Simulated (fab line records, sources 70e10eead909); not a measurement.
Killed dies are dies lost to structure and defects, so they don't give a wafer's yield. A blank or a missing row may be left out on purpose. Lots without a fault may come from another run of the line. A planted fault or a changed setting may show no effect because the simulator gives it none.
fab line records | flow nand_harc
record lots=12 wafers=36 last_day=34
route steps=1302 shown P_M1@295 END@1302
lots that met no fault: from a run of the same line without faults
start_h: hours from the record's first day to the start of the lot's first wafer shown | wait_h: hours since the lot's step before | " the same as in the row above | L1.1+2: a row that stands for several wafers | - no value, or no start given | * or withheld: withheld | < > ~ a bound
route shown NAME@n: a module of which the file shows steps, and the number in the route of the first | usual: mean/standard deviation of fault-free wafers | same: alike in all rows | chamber/n: place in a boat | sites: the reading at each site | _std_site: their standard deviation | _edge_site: outer sites' mean less inner sites' | radius_mm: how far each site lies from the wafer's centre | mask NAME#n: copy n | behind: the tool/chamber that last shaped the wafer | hold: why the lot was held/for how many hours/how that ended | device: the transistor (n, p or np) that didn't switch | end of line: the same wafers' tests at the end of the route | a step without rows: its recipe alone | killed: dies lost to structure and defects at the first sort, not the wafer's yield | map: a wafer's dies, x killed, . not, _ none there
set.NAME: the setting as run; set.NAME@STEP: as run at that earlier step | model.NAME: the simulator's own value behind a step, which no gauge read
steps of the route over a sample of lots; a table a step, a row a wafer
services: from which hour (start_h, from the record's first day; less than 0 if before it) a tool's chamber was out of use, for how many hours, and why
## steps
# step NHARC_P_M1_CD_MEAS_09
# recipe target_cd_nm=130 landing_energy_ev=500
# usual cd_nm=129.9/0.48
# columns lot.wafer tool chamber start_h wait_h cd_nm
L346.1 cd_sem-03 0 133.58 - 129.7
L346.2 " 0 " " 129.4
L346.4 " 0 " " 130.0
L347.1 cd_sem-02 0 140.90 - 130.1
L347.4 " 0 " " 130.2
L347.6 " 0 " " 129.7
L348.1 cd_sem-02 0 158.91 - 129.6
L348.3 " 0 " " 129.1
L348.5 " 0 " " 129.6
L349.2 cd_sem-01 0 171.18 - 130.4
L349.3 " 0 " " 130.0
L349.4 " 0 " " 130.2
L350.1 cd_sem-01 0 178.09 - 129.0
L350.4 " 0 " " 129.8
L350.5 " 0 " " 129.7
L356.1 cd_sem-01 0 236.79 - 129.4
L356.2 " 0 " " 129.9
L356.5 " 0 " " 129.9
L357.2 cd_sem-03 0 249.66 - 129.6
L357.4 " 0 " " 130.0
L357.6 " 0 " " 129.9
L360.2 cd_sem-01 0 275.08 - 129.7
L360.3 " 0 " " 129.7
L360.4 " 0 " " 129.7
L359.2 cd_sem-02 0 275.29 - 129.9
L359.4 " 0 " " 130.5
L359.5 " 0 " " 130.1
L361.2 cd_sem-01 0 290.80 - 129.5
L361.3 " 0 " " 130.2
L361.4 " 0 " " 130.2
L362.2 cd_sem-03 0 298.14 - 129.7
L362.4 " 0 " " 130.1
L362.5 " 0 " " 130.6
L368.1 cd_sem-02 0 351.67 - 130.9
L368.4 " 0 " " 130.9
L368.5 " 0 " " 130.7
# step NHARC_P_M1_ETCH_28
# recipe target_depth_a=300 over_etch_frac=0.3 time_s=72.99 ion_energy_ev=150 cf4_flow_sccm=50 n2_flow_sccm=100 ar_flow_sccm=150 rf_w=300 bias_w=100 chemistry=CF4/N2
# usual bias_w=100.02/0.28 cf4_flow_sccm=50.01/0.15 drypump_motor_current_A=5.73/0.3 oes_product_au=0.999/0.0075 rf_vpp_V=313.2/2.3 showerhead_plenum_p_Torr=2.57/0.13 throttle_valve_pct=19.795/0.0089
# columns lot.wafer tool chamber start_h wait_h bias_w cf4_flow_sccm drypump_motor_current_A oes_product_au rf_hours_counter_h rf_vpp_V showerhead_plenum_p_Torr throttle_valve_pct
L346.2 rie_diel-05 0 134.38 - 99.65 50.03 5.74 1.011 5 311.7 2.47 19.799
L346.1 " 2 " " 99.72 50.08 5.93 0.998 4 312.1 2.48 19.805
L346.4 " 3 " " 100.10 49.84 5.80 1.015 5 318.1 2.82 19.774
L347.1 rie_diel-13 2 141.70 - 100.43 49.96 5.59 0.984 12 311.7 2.50 19.809
L347.4 " 0 " " 100.02 50.05 6.28 0.991 10 312.4 2.51 19.802
L347.6 " 3 " " 99.42 49.92 5.39 0.987 - 315.1 2.75 19.803
L348.1 rie_diel-05 2 160.18 - - - - - - - - -
L348.3 " 0 " " - - - - - - - -
L348.5 " 3 " " - - - - - - - -
L349.4 rie_diel-05 3 172.09 - - - - - - - - -
L349.2 " 0 " " - - - - - - - -
L349.3 " 1 " " - - - - - - - -
L350.1 rie_diel-02 3 178.91 - - - - - - - - -
L350.4 " 1 " " - - - - - - - -
L350.5 " 2 " " - - - - - - - -
L356.2 rie_diel-13 1 237.60 - 100.35 50.00 5.07 1.000 5 312.8 2.58 19.788
L356.1 " 3 " " 100.05 49.66 5.41 0.990 5 317.5 2.74 19.799
L356.5 " 0 " " 99.72 49.99 6.27 0.986 - 312.9 2.51 19.783
L357.2 rie_diel-05 1 250.47 - 99.80 49.88 5.89 0.992 1 312.2 2.51 19.798
L357.4 " 2 " " 100.12 49.98 5.89 0.998 0 311.2 2.48 19.810
L357.6 " 1 " " 99.49 49.81 5.87 1.004 - 311.3 2.51 19.773
L360.4 rie_diel-13 0 275.89 - 99.85 49.98 6.27 1.009 10 313.0 2.51 19.805
L360.2 " 1 " " 99.83 49.93 5.08 1.006 10 313.0 2.58 19.783
L360.3 " 2 " " 100.14 50.05 5.63 0.993 10 313.9 2.50 19.792
L359.2 rie_diel-05 0 276.11 - 100.60 49.91 5.76 1.005 2 310.9 2.47 19.802
L359.4 " 1 " " 100.24 50.04 5.87 0.999 2 313.7 2.51 19.790
L359.5 " 0 " " 100.06 50.17 5.78 1.003 - 310.6 2.47 19.785
L361.2 rie_diel-05 2 291.61 - 99.70 50.11 5.92 1.005 2 310.9 2.48 19.795
L361.3 " 3 " " 100.08 50.18 5.79 1.006 2 318.4 2.82 19.804
L361.4 " 1 " " 99.71 50.17 5.87 0.995 3 312.1 2.51 19.795
L362.2 rie_diel-05 3 298.96 - 100.15 49.89 5.78 1.008 2 317.3 2.82 19.805
L362.4 " 0 " " 100.26 49.98 5.77 1.002 3 311.7 2.47 19.788
L362.5 " 2 " " 99.67 50.15 5.91 1.007 - 310.8 2.48 19.781
L368.1 rie_diel-05 0 352.48 - 100.09 49.91 5.74 0.996 7 311.2 2.47 19.786
L368.4 " 2 " " 100.27 50.02 5.96 1.004 6 310.2 2.47 19.813
L368.5 " 1 " " 100.32 49.94 5.87 0.998 - 312.5 2.51 19.790
# step NHARC_P_M1_DEGAS_29
# recipe temp_c=250 time_s=60
# usual heater_power_w=336/30
# columns lot.wafer tool chamber start_h wait_h heater_power_w
L346.4 pvd_sputter-01 - 134.78 - 348
L346.1 " - " " 299
L346.2 " - " " 319
L347.1 pvd_sputter-03 - 142.16 - 354
L347.4 " - " " 365
L347.6 " - " " 351
L348.3 pvd_sputter-02 - 160.58 - 325
L348.1 " - " " 392
L348.5 " - " " 361
L349.4 pvd_sputter-01 - 172.48 - 322
L349.3 " - " " 319
L349.2 " - " " 299
L350.4 pvd_sputter-03 - 179.30 - 362
L350.1 " - " " 319
L350.5 " - " " 270
L356.1 pvd_sputter-01 - 238.00 - 345
L356.2 " - " " 315
L356.5 " - " " 345
L357.4 pvd_sputter-01 - 250.86 - 335
L357.2 " - " " 320
L357.6 " - " " 342
L360.3 pvd_sputter-01 - 276.30 - 334
L360.4 " - " " 344
L360.2 " - " " 319
L359.4 pvd_sputter-02 - 276.52 - 399
L359.2 " - " " 320
L359.5 " - " " 327
L361.4 pvd_sputter-03 - 292.00 - 341
L361.3 " - " " 256
L361.2 " - " " 335
L362.4 pvd_sputter-03 - 299.35 - 353
L362.2 " - " " 346
L362.5 " - " " 354
L368.4 pvd_sputter-01 - 352.88 - 342
L368.1 " - " " 296
L368.5 " - " " 330
# step NHARC_P_M1_ANNEAL_31
# recipe temp_c=225 time_s=90
# usual wafer_temp_C_max=225.79/0.22
# columns lot.wafer tool chamber start_h wait_h wafer_temp_C_max
L346.1 rtp_anneal-01 0 135.52 0.3 225.77
L346.2 " 0 " " 225.92
L346.4 " 0 " " 225.63
L347.1 rtp_anneal-02 0 142.89 0.3 225.95
L347.4 " 0 " " 226.03
L347.6 " 0 " " 225.87
L348.1 rtp_anneal-02 0 161.32 - 225.53
L348.3 " 0 " " 225.77
L348.5 " 0 " " 225.58
L349.2 rtp_anneal-01 0 173.27 - 225.80
L349.3 " 0 " " 226.00
L349.4 " 0 " " 225.94
L350.1 rtp_anneal-02 0 180.10 - 225.69
L350.4 " 0 " " 225.76
L350.5 " 0 " " 225.45
L356.1 rtp_anneal-02 0 238.74 0.3 226.13
L356.2 " 0 " " 225.94
L356.5 " 0 " " 225.88
L357.2 rtp_anneal-02 0 251.65 0.4 226.08
L357.4 " 0 " " 225.90
L357.6 " 0 " " 225.61
L360.2 rtp_anneal-01 0 277.08 - 225.89
L360.3 " 0 " " 225.76
L360.4 " 0 " " 225.74
L359.2 rtp_anneal-01 0 277.39 - 225.66
L359.4 " 0 " " 225.82
L359.5 " 0 " " 225.53
L361.2 rtp_anneal-02 0 292.80 0.3 225.46
L361.3 " 0 " " 225.66
L361.4 " 0 " " 226.00
L362.2 rtp_anneal-02 0 300.15 0.4 225.46
L362.4 " 0 " " 225.44
L362.5 " 0 " " 225.25
L368.1 rtp_anneal-02 0 353.66 - 225.78
L368.4 " 0 " " 225.94
L368.5 " 0 " " 225.75
# step NHARC_END_SORT_01
# recipe temp_c=25
# usual defect_limited_yield=91/3.1 killed_at_array=53/21 killed_at_other=1.0/1.3 killed_at_periphery=3.8/2.4 killed_dies=58/21 killed_open=3.4/1.9 killed_short=2.4/1.5 sort_bin_2_pct=3.0/1.3 sort_bin_3_pct=0.6/0.39 sort_bin_4_pct=4.9/1.8 sort_n_pass=619/21 sort_rim_yield_pct=88/5.3 sort_yield_pct=91/3.1
# same gross_dies=677 sort_bin_5_pct[%]=0 sort_bin_6_pct[%]=0 sort_bin_7_pct[%]=0 sort_bin_8_pct[%]=0 sort_rim_n_gross=106.00
# columns lot.wafer tool chamber start_h wait_h defect_limited_yield[%] killed_at_array killed_at_other killed_at_periphery killed_dies killed_open killed_short sort_bin_2_pct[%] sort_bin_3_pct[%] sort_bin_4_pct[%] sort_n_pass sort_rim_yield_pct[%] sort_yield_pct[%]
L348.1 prober-01 0 590.64 2.6 0 79 1 597 677 1 2 92.3 0.3 7.4 0 0 0
L348.3 prober-01 0 592.26 3.2 0 81 0 596 677 4 3 92.0 0.7 7.2 0 0 0
L348.5 prober-01 0 593.89 3.8 0 78 0 599 677 3 4 91.4 1.0 7.5 0 0 0
L350.1 prober-01 0 602.46 2.5 0 34 0 643 677 3 0 96.5 1.0 2.5 0 0 0
L350.4 prober-01 0 604.90 3.4 0 54 1 622 677 6 2 94.7 0.4 4.9 0 0 0
L350.5 prober-01 0 605.71 3.7 0 58 1 618 677 3 3 94.2 0.9 4.9 0 0 0
L349.2 prober-02 0 603.27 2.8 0 70 1 606 677 4 5 93.2 0.4 6.4 0 0 0
L349.3 prober-02 0 604.07 3.1 0 70 1 606 677 9 1 93.6 0 6.4 0 0 0
L349.4 prober-02 0 604.87 3.4 0 72 1 604 677 10 2 93.4 0.9 5.8 0 0 0
L356.5 prober-01 0 694.72 3.7 96 21 0 5 26 5 1 1.2 0 2.7 651 94 96
L359.2 prober-02 0 712.35 2.8 90 68 0 0 68 2 2 3.1 1.6 5.3 609 92 90
L359.4 prober-02 0 713.94 3.4 88 74 0 4 78 4 3 3.8 1.6 6.1 599 82 88
L359.5 prober-02 0 714.74 3.7 90 61 0 4 65 3 2 4.9 1.0 3.7 612 92 90
L360.2 prober-01 0 720.07 2.8 96 25 0 3 28 1 2 1.5 0.4 2.2 649 93 96
L360.3 prober-01 0 720.88 3.1 96 24 0 4 28 3 3 1.2 0.3 2.7 649 95 96
L360.4 prober-01 0 721.69 3.4 96 25 1 3 29 4 3 1.8 0.1 2.4 648 90 96
L361.2 prober-02 0 743.50 2.8 88 73 1 4 78 3 5 4.3 1.2 6.1 599 74 88
L361.3 prober-02 0 744.32 3.1 84 106 0 4 110 4 2 3.4 1.8 11.1 567 82 84
L361.4 prober-02 0 745.13 3.4 89 72 0 4 76 4 0 3.7 0.4 7.1 601 76 89
L362.5 prober-01 0 745.90 3.7 91 58 3 3 64 2 3 3.1 0.9 5.5 613 95 91
# killed by level:class
L348.1 P_M1:area_etch=593 A_CHANNEL_HOLE_D1:chamber_film_flake=31 A_SLIT:chamber_film_flake=21 A_CHANNEL_HOLE_D2:chamber_film_flake=14 A_DECK1_JOINT:chamber_film_flake=3 A_STAIRCASE:chamber_film_flake=3 A_CONTACT:chamber_film_flake=3 P_CONTACT:chamber_film_flake=2
L348.3 P_M1:area_etch=591 A_CHANNEL_HOLE_D2:chamber_film_flake=35 A_SLIT:chamber_film_flake=18 A_CHANNEL_HOLE_D1:chamber_film_flake=16 A_CONTACT:chamber_film_flake=5 P_CONTACT:geometric_particle:open=1 P_M0:geometric_particle:open=1 A_CHANNEL_HOLE_D1:geometric_particle:short=1
L348.5 P_M1:area_etch=594 A_CHANNEL_HOLE_D1:chamber_film_flake=37 A_SLIT:chamber_film_flake=18 A_CHANNEL_HOLE_D2:chamber_film_flake=15 A_WL_FILL:geometric_particle:short=2 A_WL_FILL:geometric_particle:open=2 P_CONTACT:chamber_film_flake=2 P_M1:geometric_particle:short=1
L350.1 P_M1:area_etch=640 A_CHANNEL_HOLE_D1:chamber_film_flake=13 A_CHANNEL_HOLE_D2:chamber_film_flake=12 A_STAIRCASE:chamber_film_flake=3 A_WL_FILL:chamber_film_flake=2 A_CONTACT:chamber_film_flake=2 P_M0:geometric_particle:open=1 A_ONON_D1:geometric_particle:open=1
L349.2 P_M1:area_etch=605 A_CHANNEL_HOLE_D2:chamber_film_flake=32 A_SLIT:chamber_film_flake=20 A_CONTACT:chamber_film_flake=7 A_ONON_D1:geometric_particle:short=3 A_CHANNEL_HOLE_D1:chamber_film_flake=2 A_ONON_D1:geometric_particle:open=1 A_ONON_D2:geometric_particle:open=1
L349.3 P_M1:area_etch=602 A_CHANNEL_HOLE_D2:chamber_film_flake=32 A_SLIT:chamber_film_flake=16 A_CONTACT:chamber_film_flake=9 A_CHANNEL_HOLE_D1:chamber_film_flake=4 A_ONON_D1:geometric_particle:open=2 P_GATE:geometric_particle:short=1 P_GATE:geometric_particle:open=1
L349.4 P_M1:area_etch=600 A_CHANNEL_HOLE_D2:chamber_film_flake=29 A_SLIT:chamber_film_flake=18 A_CONTACT:chamber_film_flake=11 A_CHANNEL_HOLE_D1:chamber_film_flake=3 A_CHANNEL_FILL_D2:geometric_particle:open=2 A_WL_FILL:geometric_particle:open=2 P_CONTACT:geometric_particle:short=1
L350.4 P_M1:area_etch=618 A_CHANNEL_HOLE_D1:chamber_film_flake=35 A_CHANNEL_HOLE_D2:chamber_film_flake=7 A_ONON_D1:geometric_particle:open=2 A_SLIT:chamber_film_flake=2 P_CONTACT:geometric_particle:open=1 P_CONTACT:geometric_particle:short=1 A_CHANNEL_FILL_D1:geometric_particle:open=1
L350.5 P_M1:area_etch=616 A_CHANNEL_HOLE_D1:chamber_film_flake=38 A_CHANNEL_HOLE_D2:chamber_film_flake=10 A_STAIRCASE:chamber_film_flake=2 P_STI:geometric_particle:short=1 P_GATE:geometric_particle:short=1 A_ONON_D1:geometric_particle:open=1 A_CHANNEL_FILL_D1:geometric_particle:short=1
L356.5 A_CHANNEL_HOLE_D1:chamber_film_flake=6 A_CONTACT:chamber_film_flake=4 A_SLIT:chamber_film_flake=3 P_CONTACT:geometric_particle:open=2 P_GATE:chamber_film_flake=2 A_CHANNEL_FILL_D2:chamber_film_flake=2 A_STAIRCASE:chamber_film_flake=2 P_M0:geometric_particle:open=1
L359.2 A_CHANNEL_HOLE_D1:chamber_film_flake=31 A_SLIT:chamber_film_flake=14 A_CHANNEL_HOLE_D2:chamber_film_flake=10 A_BONDPAD:chamber_film_flake=5 A_CONTACT:chamber_film_flake=3 A_ONON_D1:geometric_particle:short=1 A_ONON_D1:geometric_particle:open=1 A_CHANNEL_FILL_D1:geometric_particle:short=1
L359.4 A_CHANNEL_HOLE_D1:chamber_film_flake=28 A_SLIT:chamber_film_flake=19 A_CHANNEL_HOLE_D2:chamber_film_flake=16 A_CHANNEL_FILL_D1:geometric_particle:open=2 A_CONTACT:chamber_film_flake=2 A_BONDPAD:chamber_film_flake=2 P_M1:geometric_particle:open=1 A_DECK1_JOINT:geometric_particle:short=1
L359.5 A_CHANNEL_HOLE_D1:chamber_film_flake=31 A_SLIT:chamber_film_flake=16 A_CHANNEL_HOLE_D2:chamber_film_flake=7 A_CONTACT:chamber_film_flake=4 P_CONTACT:geometric_particle:open=2 P_CONTACT:geometric_particle:short=1 A_CHANNEL_HOLE_D1:geometric_particle:short=1 A_CHANNEL_FILL_D1:geometric_particle:open=1
L360.2 A_CHANNEL_HOLE_D1:chamber_film_flake=11 A_CONTACT:chamber_film_flake=4 A_SLIT:chamber_film_flake=3 A_STAIRCASE:chamber_film_flake=2 P_M0:geometric_particle:open=1 A_CHANNEL_HOLE_D2:geometric_particle:short=1 A_WL_FILL:geometric_particle:short=1 P_ZERO_WELL:chamber_film_flake=1
L360.3 A_CHANNEL_HOLE_D1:chamber_film_flake=8 A_SLIT:chamber_film_flake=4 P_BONDPAD:chamber_film_flake=2 A_STAIRCASE:chamber_film_flake=2 P_CONTACT:geometric_particle:short=1 P_M1:geometric_particle:open=1 A_SOURCE_PLATE:geometric_particle:short=1 A_SOURCE_PLATE:geometric_particle:open=1
L360.4 A_CHANNEL_HOLE_D1:chamber_film_flake=10 A_ZERO_WELL:chamber_film_flake=2 A_CHANNEL_FILL_D1:chamber_film_flake=2 A_SLIT:chamber_film_flake=2 A_CONTACT:chamber_film_flake=2 P_CONTACT:geometric_particle:open=1 P_M1:geometric_particle:open=1 A_SOURCE_PLATE:geometric_particle:short=1
L361.2 A_SLIT:chamber_film_flake=21 A_CHANNEL_HOLE_D2:chamber_film_flake=17 A_CHANNEL_HOLE_D1:chamber_film_flake=13 A_CONTACT:chamber_film_flake=8 A_CHANNEL_FILL_D2:chamber_film_flake=5 A_WL_FILL:geometric_particle:short=2 P_ZERO_WELL:chamber_film_flake=2 A_WL_FILL:chamber_film_flake=2
L361.3 A_CHANNEL_HOLE_D1:chamber_film_flake=40 A_SLIT:chamber_film_flake=18 A_CONTACT:chamber_film_flake=16 A_CHANNEL_HOLE_D2:chamber_film_flake=15 A_CHANNEL_FILL_D2:chamber_film_flake=5 A_STAIRCASE:chamber_film_flake=5 P_STI:chamber_film_flake=2 A_CHANNEL_FILL_D1:chamber_film_flake=2
L361.4 A_SLIT:chamber_film_flake=20 A_CHANNEL_HOLE_D1:chamber_film_flake=16 A_CHANNEL_HOLE_D2:chamber_film_flake=15 A_CONTACT:chamber_film_flake=9 A_CHANNEL_FILL_D1:chamber_film_flake=3 A_CHANNEL_FILL_D2:chamber_film_flake=3 P_M2:geometric_particle:open=1 A_ONON_D1:geometric_particle:open=1
L362.5 A_CHANNEL_HOLE_D1:chamber_film_flake=40 A_STAIRCASE:chamber_film_flake=3 A_SLIT:chamber_film_flake=3 A_WL_FILL:chamber_film_flake=3 THIN_TSV:chamber_film_flake=3 P_GATE:chamber_film_flake=2 A_CHANNEL_FILL_D2:chamber_film_flake=2 P_M1:geometric_particle:short=1
## services
# columns tool chamber start_h hours kind
rie_diel-05 0 110.60 - clean
rie_diel-05 1 110.60 - clean
pvd_sputter-01 - 121.61 4.5 repair
rie_diel-02 - 146.75 0.8 repair
rie_diel-05 3 151.34 6.8 repair
pvd_sputter-02 - 155.73 2.6 repair
pvd_sputter-03 - 161.99 6.5 repair
rie_diel-13 - 165.00 9.0 pm
pvd_sputter-03 - 180.44 10.0 pm
rie_diel-05 3 197.69 20.2 repair
rie_diel-02 - 216.99 9.0 pm
pvd_sputter-02 - 217.49 0.7 repair
pvd_sputter-01 - 226.02 10.0 pm
rie_diel-05 - 229.60 9.0 pm
rie_diel-13 2 261.36 6.1 repair
rie_diel-05 3 267.31 5.5 repair
pvd_sputter-02 - 282.00 10.0 pm
rie_diel-02 2 305.29 7.3 repair
rie_diel-02 3 308.61 1.3 repair
rie_diel-05 3 310.83 8.0 repair
rie_diel-13 2 313.72 8.4 repair
rie_diel-13 1 326.52 4.1 repair
rie_diel-13 - 342.00 9.0 pm
pvd_sputter-03 - 348.46 1.8 repair
## key
first_sign step=NHARC_P_M1_ETCH_28 reading=tool_record direction=missing
effect step=NHARC_END_SORT_01 reading=killed_at_periphery direction=up sigmas=99+ usual=3.8 struck=610.1
more_kills_born_at NHARC_P_M1_ETCH_28@rie_diel-05=3585 NHARC_P_M1_ETCH_28@rie_diel-02=1874
met_at NHARC_P_M1_ETCH_28
struck_lots L348,L349,L350
later_rows_left_out L348.1,L348.3,L348.5,L349.2,L349.3,L349.4,L350.1,L350.4,L350.5
not_acting_at NHARC_P_M1_CD_MEAS_09,NHARC_P_M1_DEGAS_29,NHARC_P_M1_ANNEAL_31
onset_between 134.38 160.18
fault kind=skipped_step_whole tool=rie_diel-02,rie_diel-05 chamber=- onset_h=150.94 steps=NHARC_P_M1_ETCH_28 scope=struck_lots_only
# later_rows_left_out: the simulator's readings of these wafers behind a module that went badly wrong aren't trusted and aren't shown, but for the sort
